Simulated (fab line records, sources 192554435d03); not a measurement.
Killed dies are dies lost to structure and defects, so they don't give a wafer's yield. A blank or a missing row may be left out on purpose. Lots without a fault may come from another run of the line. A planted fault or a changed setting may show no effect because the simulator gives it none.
fab line records | flow n5_finfet
record lots=6 wafers=18 last_day=17
route steps=1938 shown HKMG_FIN@416
lots that met no fault: from a run of the same line without faults
start_h: hours from the record's first day to the start of the lot's first wafer shown | wait_h: hours since the lot's step before | " the same as in the row above | L1.1+2: a row that stands for several wafers | - no value, or no start given | * or withheld: withheld | < > ~ a bound
route shown NAME@n: a module of which the file shows steps, and the number in the route of the first | usual: mean/standard deviation of fault-free wafers | same: alike in all rows | chamber/n: place in a boat | sites: the reading at each site | _std_site: their standard deviation | _edge_site: outer sites' mean less inner sites' | radius_mm: how far each site lies from the wafer's centre | mask NAME#n: copy n | behind: the tool/chamber that last shaped the wafer | hold: why the lot was held/for how many hours/how that ended | device: the transistor (n, p or np) that didn't switch | end of line: the same wafers' tests at the end of the route | a step without rows: its recipe alone | killed: dies lost to structure and defects at the first sort, not the wafer's yield | map: a wafer's dies, x killed, . not, _ none there
set.NAME: the setting as run; set.NAME@STEP: as run at that earlier step | model.NAME: the simulator's own value behind a step, which no gauge read
lots at some steps of the route; a table a step, a row a wafer
services: from which hour (start_h, from the record's first day; less than 0 if before it) a tool's chamber was out of use, for how many hours, and why
## steps
# step N5_HKMG_FIN_WET_ETCH_65
# recipe chemistry=TMAH temp_c=70 conc_wt_pct=5 target=a-Si stop_on=TiN time_s=49 target_depth_nm=3
# step N5_HKMG_FIN_WET_ETCH_81
# recipe chemistry=SC1 target=TiN stop_on=HfO2 mix=1:1:5 temp_c=60 time_s=57 target_depth_nm=6
# step N5_HKMG_FIN_WET_ETCH_82
# recipe chemistry=dHCl mix=1:10000 temp_c=25 target=La2O3 stop_on=HfO2 target_depth_nm=2 dry=ipa_marangoni rinse_time_s=30 rinse_temp_c=23
# step N5_HKMG_FIN_ALD_36
# recipe material=TiN target_thk_a=10 temp_c=400 ald_precursor_family=TiCl4 ald_co_reactant=NH3 pulse_time_s=1 purge_time_s=3 co_reactant_purge_time_s=2 co_reactant_pulse_time_s=2 ald_cycles=47 pressure_torr=3
# usual heater_power_w=885/91 precursor_pulse_height_rel=1.000/0.019
# columns lot.wafer tool chamber start_h wait_h heater_power_w precursor_pulse_height_rel
L817.1 ald_metal-01 3 105.74 0.0 846 1.018
L817.2 " 2 " " 985 0.996
L817.3 " 1 " " 874 1.017
L819.2 ald_metal-03 2 115.34 0.0 700 0.991
L819.3 " 1 " " 946 1.005
L819.6 " 1 " " 928 1.006
L822.1 ald_metal-02 3 134.72 0.0 960 0.980
L822.4 " 2 " " 1031 0.984
L822.6 " 3 " " 922 0.980
L823.1 ald_metal-02 3 149.08 0.0 972 0.980
L823.2 " 0 " " 1074 0.982
L823.6 " 3 " " 950 0.995
L826.2 ald_metal-01 1 166.79 0.0 896 1.015
L826.3 " 3 " " 835 1.001
L826.5 " 3 " " 821 0.998
L830.1 ald_metal-01 1 181.78 0.0 898 1.004
L830.3 " 0 " " 838 1.020
L830.6 " 1 " " 874 0.977
# step N5_HKMG_FIN_THK_MEAS_70
# recipe thk_meas_gauge=xrf reads=HfO2_of_HKMG_FIN_HK_ALD_01
# usual HK_THK=1.579/0.021
# columns lot.wafer tool chamber start_h wait_h HK_THK[nm]
L817.1 film_metro-01 - 106.02 0.2 1.603
L817.2 " - " " 1.613
L817.3 " - " " 1.597
L819.2 film_metro-02 - 115.62 0.2 1.545
L819.3 " - " " 1.631
L819.6 " - " " 1.553
L822.1 film_metro-02 - 135.00 0.2 1.553
L822.4 " - " " 1.571
L822.6 " - " " 1.576
L823.1 film_metro-01 - 149.36 0.2 1.582
L823.2 " - " " 1.593
L823.6 " - " " 1.611
L826.2 film_metro-02 - 167.07 0.2 1.577
L826.3 " - " " 1.604
L826.5 " - " " 1.539
L830.1 film_metro-02 - 182.06 0.2 1.566
L830.3 " - " " 1.601
L830.6 " - " " 1.546
# step N5_HKMG_FIN_PWFM_ALD_03
# recipe material=TiN target_thk_a=20 temp_c=400 ald_precursor_family=TiCl4 ald_co_reactant=NH3 pulse_time_s=1 purge_time_s=3 co_reactant_purge_time_s=2 co_reactant_pulse_time_s=2 ald_cycles=91 pressure_torr=3
# usual heater_power_w=884/96 precursor_pulse_height_rel=1.001/0.02
# columns lot.wafer tool chamber start_h wait_h heater_power_w precursor_pulse_height_rel
L817.1 ald_metal-03 1 106.06 0.0 928 0.978
L817.2 " 2 " " 729 1.021
L817.3 " 0 " " 835 0.999
L819.2 ald_metal-01 1 115.66 0.0 891 1.007
L819.3 " 3 " " 851 1.001
L819.6 " 0 " " 831 1.012
L822.1 ald_metal-01 1 135.04 0.0 870 0.977
L822.4 " 2 " " 997 0.963
L822.6 " 2 " " 994 1.006
L823.1 ald_metal-03 1 149.40 0.0 930 0.972
L823.2 " 2 " " 697 1.004
L823.6 " 3 " " 809 0.990
L826.2 ald_metal-01 2 167.11 0.0 1010 1.027
L826.3 " 0 " " 851 1.000
L826.5 " 2 " " 990 1.026
L830.1 ald_metal-01 2 182.10 0.0 995 1.021
L830.3 " 0 " " 827 1.027
L830.6 " 0 " " 856 1.044
# step N5_HKMG_FIN_COAT_29
# recipe resist=SOC temp_c=250 time_s=60 spin_rpm=1500 resist_thk_nm=300
# step N5_HKMG_FIN_COAT_30
# recipe resist=SiARC temp_c=220 time_s=60 spin_rpm=1500 resist_thk_nm=35
# step N5_HKMG_FIN_COAT_06
# recipe resist=CAR-ArF spin_rpm=1500 resist_thk_nm=90
# step N5_HKMG_FIN_EBR_08
# recipe solvent=PGMEA ebr_width_mm=1.5
# step N5_HKMG_FIN_SOFTBAKE_07
# recipe temp_c=110 time_s=60 resist=CAR-ArF
# step N5_HKMG_FIN_EXPOSE_09
# recipe mask_id=NWFM na=1.35 source_shape=conventional sigma_outer=0.8 polarization=unpolarized dose_mj=39.25
# step N5_HKMG_FIN_PEB_10
# recipe peb_temp_c=withheld peb_time_s=60 resist=CAR-ArF
# columns lot.wafer tool chamber start_h wait_h
L817.1+2+3 litho_track-03 0 106.70 0.1
L819.2+3+6 litho_track-02 0 116.43 0.0
L822.1+4+6 litho_track-03 0 135.81 0.1
L823.1+2+6 litho_track-03 0 150.04 0.1
L826.2+3+5 litho_track-02 0 167.88 0.0
L830.1+3+6 litho_track-02 0 182.87 0.1
# step N5_HKMG_FIN_DEVELOP_11
# recipe develop_time_s=30 developer=TMAH resist=CAR-ArF dev_temp_c=23 rinse_liquid=diw dry=air_spin
# step N5_HKMG_FIN_CD_MEAS_12
# recipe target_cd_nm=92.8 landing_energy_ev=500 detector=se_inlens
# usual cd_nm=93.1/0.49
# columns lot.wafer tool chamber start_h wait_h cd_nm
L817.1 cd_sem-03 0 106.77 - 93.4
L817.2 " 0 " " 93.4
L817.3 " 0 " " 93.8
L819.2 cd_sem-01 0 116.50 - 93.4
L819.3 " 0 " " 92.7
L819.6 " 0 " " 93.4
L822.1 cd_sem-02 0 135.87 - 74.4
L822.4 " 0 " " 74.5
L822.6 " 0 " " 74.4
L823.1 cd_sem-01 0 150.11 - 75.4
L823.2 " 0 " " 74.9
L823.6 " 0 " " 74.6
L826.2 cd_sem-01 0 167.95 - 93.3
L826.3 " 0 " " 93.3
L826.5 " 0 " " 92.5
L830.1 cd_sem-02 0 182.93 - 92.1
L830.3 " 0 " " 91.8
L830.6 " 0 " " 92.3
# step N5_HKMG_FIN_OVL_MEAS_13
# recipe points_per_wafer=44
# usual NWFM_OVL=0.5/0.83
# columns lot.wafer tool chamber start_h wait_h NWFM_OVL[nm]
L817.1 overlay-01 0 106.80 0.0 0.1
L817.2 " 0 " " -0.7
L817.3 " 0 " " -0.1
L819.2 overlay-01 0 116.53 0.0 1.0
L819.3 " 0 " " 1.1
L819.6 " 0 " " -0.1
L822.1 overlay-02 0 135.90 0.0 0.1
L822.4 " 0 " " 0.0
L822.6 " 0 " " 0.1
L823.1 overlay-02 0 150.14 0.0 -0.7
L823.2 " 0 " " 0.8
L823.6 " 0 " " 0.8
L826.2 overlay-02 0 167.98 0.0 -1.2
L826.3 " 0 " " 1.9
L826.5 " 0 " " 0.1
L830.1 overlay-01 0 182.96 0.0 0.7
L830.3 " 0 " " 0.2
L830.6 " 0 " " -1.1
## services
# columns tool chamber start_h hours kind
ald_metal-03 1 91.83 3.7 repair
ald_metal-03 - 94.92 1.5 repair
ald_metal-03 - 122.97 14.6 pm
ald_metal-01 - 131.21 2.1 repair
ald_metal-02 1 147.15 6.2 repair
ald_metal-03 - 182.19 4.0 repair
## key
first_sign step=N5_HKMG_FIN_CD_MEAS_12 reading=cd_nm direction=down sigmas=37 usual=93.1 struck=74.7
effect none on later readings
met_at N5_HKMG_FIN_PEB_10
struck_wafers L822.1,L822.4,L822.6,L823.1,L823.2,L823.6
rows_end L822.1,L822.4,L822.6,L823.1,L823.2,L823.6
onset_between 106.70 135.81
also_fits N5_HKMG_FIN_ALD_36:ald_metal-02
fault kind=process_parameter_drift tool=litho_track-03 chamber=- onset_h=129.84 steps=N5_HKMG_FIN_PEB_10 channel=peb_time_s offset=* shape=step acts_in=* stated=*
# rows_end: these wafers met a further fault down the route, and their rows from its step on are left out
